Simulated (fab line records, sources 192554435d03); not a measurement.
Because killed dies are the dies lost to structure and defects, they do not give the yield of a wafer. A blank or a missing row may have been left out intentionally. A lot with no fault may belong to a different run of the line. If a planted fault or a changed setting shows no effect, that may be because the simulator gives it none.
Split-lot study / flow n5 finfet / route with 1938 steps; 7 lots, 21 wafers read

== SPLIT DETAILS ==
At N5_BEOL_M4_DEP_57 (deposits SiCN from 3MS/NH3, target thk 8 nm, time 14 s), the setting time s was moved away from the recipe's 14 s on 7 of the 21 wafers read, by -9.0% to +13.8%. This setting was run at the recipe's value on the other wafers.

The reading is taken at the split's own step.

== THE READING ==
SiCN_of_BEOL_M4_DEP_57.thk nm (the simulator's own value, which no gauge read), in nm, at N5_BEOL_M4_DEP_57 (deposits SiCN from 3MS/NH3, target thk 8 nm, time 14 s). There is no usual value for it anywhere in the file. Across the 14 wafers here that went through the recipe, the average is 8.0 nm and the standard deviation 0.2 nm.

wafer=L076.1; tool, chamber at the split=pecvd-03, 2; time s as run, s=14; against the recipe=recipe; SiCN_of_BEOL_M4_DEP_57.thk nm, nm=7.8; against lot-mates on the recipe=-
wafer=L076.4; tool, chamber at the split=pecvd-03, 1; time s as run, s=15.93; against the recipe=+13.8%; SiCN_of_BEOL_M4_DEP_57.thk nm, nm=9.2; against lot-mates on the recipe=+1.4
wafer=L076.5; tool, chamber at the split=pecvd-03, 2; time s as run, s=15.93; against the recipe=+13.8%; SiCN_of_BEOL_M4_DEP_57.thk nm, nm=9; against lot-mates on the recipe=+1.2
wafer=L075.2; tool, chamber at the split=pecvd-03, 1; time s as run, s=14; against the recipe=recipe; SiCN_of_BEOL_M4_DEP_57.thk nm, nm=8.2; against lot-mates on the recipe=-
wafer=L075.4; tool, chamber at the split=pecvd-03, 1; time s as run, s=14; against the recipe=recipe; SiCN_of_BEOL_M4_DEP_57.thk nm, nm=8.2; against lot-mates on the recipe=-
wafer=L075.3; tool, chamber at the split=pecvd-03, 2; time s as run, s=14; against the recipe=recipe; SiCN_of_BEOL_M4_DEP_57.thk nm, nm=8; against lot-mates on the recipe=-
wafer=L078.1; tool, chamber at the split=pecvd-01, 0; time s as run, s=14; against the recipe=recipe; SiCN_of_BEOL_M4_DEP_57.thk nm, nm=8.2; against lot-mates on the recipe=-
wafer=L078.4; tool, chamber at the split=pecvd-01, 0; time s as run, s=14; against the recipe=recipe; SiCN_of_BEOL_M4_DEP_57.thk nm, nm=8.2; against lot-mates on the recipe=-
wafer=L078.6; tool, chamber at the split=pecvd-01, 2; time s as run, s=14; against the recipe=recipe; SiCN_of_BEOL_M4_DEP_57.thk nm, nm=8; against lot-mates on the recipe=-
wafer=L084.1; tool, chamber at the split=pecvd-02, 2; time s as run, s=12.74; against the recipe=-9.0%; SiCN_of_BEOL_M4_DEP_57.thk nm, nm=7; against lot-mates on the recipe=-0.8
wafer=L084.2; tool, chamber at the split=pecvd-02, 0; time s as run, s=12.74; against the recipe=-9.0%; SiCN_of_BEOL_M4_DEP_57.thk nm, nm=7.4; against lot-mates on the recipe=-0.4
wafer=L084.5; tool, chamber at the split=pecvd-02, 1; time s as run, s=14; against the recipe=recipe; SiCN_of_BEOL_M4_DEP_57.thk nm, nm=7.8; against lot-mates on the recipe=-
wafer=L090.1; tool, chamber at the split=pecvd-03, 0,1; time s as run, s=14; against the recipe=recipe; SiCN_of_BEOL_M4_DEP_57.thk nm, nm=7.8; against lot-mates on the recipe=-
wafer=L090.2; tool, chamber at the split=pecvd-03, 0,1; time s as run, s=14; against the recipe=recipe; SiCN_of_BEOL_M4_DEP_57.thk nm, nm=7.8; against lot-mates on the recipe=-
wafer=L090.4; tool, chamber at the split=pecvd-03, 0; time s as run, s=14; against the recipe=recipe; SiCN_of_BEOL_M4_DEP_57.thk nm, nm=8; against lot-mates on the recipe=-
wafer=L094.1; tool, chamber at the split=pecvd-01, 2,1; time s as run, s=12.77; against the recipe=-8.8%; SiCN_of_BEOL_M4_DEP_57.thk nm, nm=7.2; against lot-mates on the recipe=-0.4
wafer=L094.5; tool, chamber at the split=pecvd-01, 2,1; time s as run, s=12.77; against the recipe=-8.8%; SiCN_of_BEOL_M4_DEP_57.thk nm, nm=7.2; against lot-mates on the recipe=-0.4
wafer=L094.3; tool, chamber at the split=pecvd-01, 1; time s as run, s=14; against the recipe=recipe; SiCN_of_BEOL_M4_DEP_57.thk nm, nm=7.6; against lot-mates on the recipe=-
wafer=L095.1; tool, chamber at the split=pecvd-02, 1; time s as run, s=14; against the recipe=recipe; SiCN_of_BEOL_M4_DEP_57.thk nm, nm=8.2; against lot-mates on the recipe=-
wafer=L095.6; tool, chamber at the split=pecvd-02, 1; time s as run, s=14; against the recipe=recipe; SiCN_of_BEOL_M4_DEP_57.thk nm, nm=8.2; against lot-mates on the recipe=-
wafer=L095.2; tool, chamber at the split=pecvd-02, 0; time s as run, s=14.67; against the recipe=+4.8%; SiCN_of_BEOL_M4_DEP_57.thk nm, nm=8.6; against lot-mates on the recipe=+0.4
Where a row lists several chambers, the file gives one row for several wafers and doesn't say which wafer went through which chamber.

FIT RESULTS
A straight line over all 21 wafers: SiCN_of_BEOL_M4_DEP_57.thk nm changes by +0.0857 nm for each +1% of time s; r = +0.94; the points scatter about the line by 0.19 nm.
The same after taking each lot's own level away (the mean of its wafers on the recipe; 21 wafers): +0.0775 nm for each +1%; r = +0.96; scatter 0.14 nm.
Per that fit: largest time s move, reading shift of 1.1 nm.
Across the lots, their own levels run from 7.60 to 8.20 nm, a range of 3.0 times the standard deviation given above.
Hence the slope depends on the lot-to-lot level, as the two fits are not the same.
Check: for one of the wafers moved furthest among these (+13.8%), held out of the fit, the line's prediction against its lot-mates is +1 nm. It came out at +1.4 nm against them.

== FURTHER SPLITS ON THESE WAFERS ==
Note: prior to the reading, these wafers also went through further splits. Each is held against what the fit with the lots' levels taken away leaves over:
other split on the same wafers=N5_BEOL_M3_ETCH_77 h2 flow sccm; wafers away from the commonest value=10; r with SiCN_of_BEOL_M4_DEP_57.thk nm (lot level and that fit taken away)=+0.22
other split on the same wafers=N5_BEOL_M4_ETCH_64 bias w; wafers away from the commonest value=9; r with SiCN_of_BEOL_M4_DEP_57.thk nm (lot level and that fit taken away)=-0.32
other split on the same wafers=N5_BEOL_M4_COAT_67 spin rpm; wafers away from the commonest value=8; r with SiCN_of_BEOL_M4_DEP_57.thk nm (lot level and that fit taken away)=-0.26

== THE FILE'S OWN FIT ==
SiCN_of_BEOL_M4_DEP_57.thk nm changes by +0.0775 nm for each +1% of time s, r = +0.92.
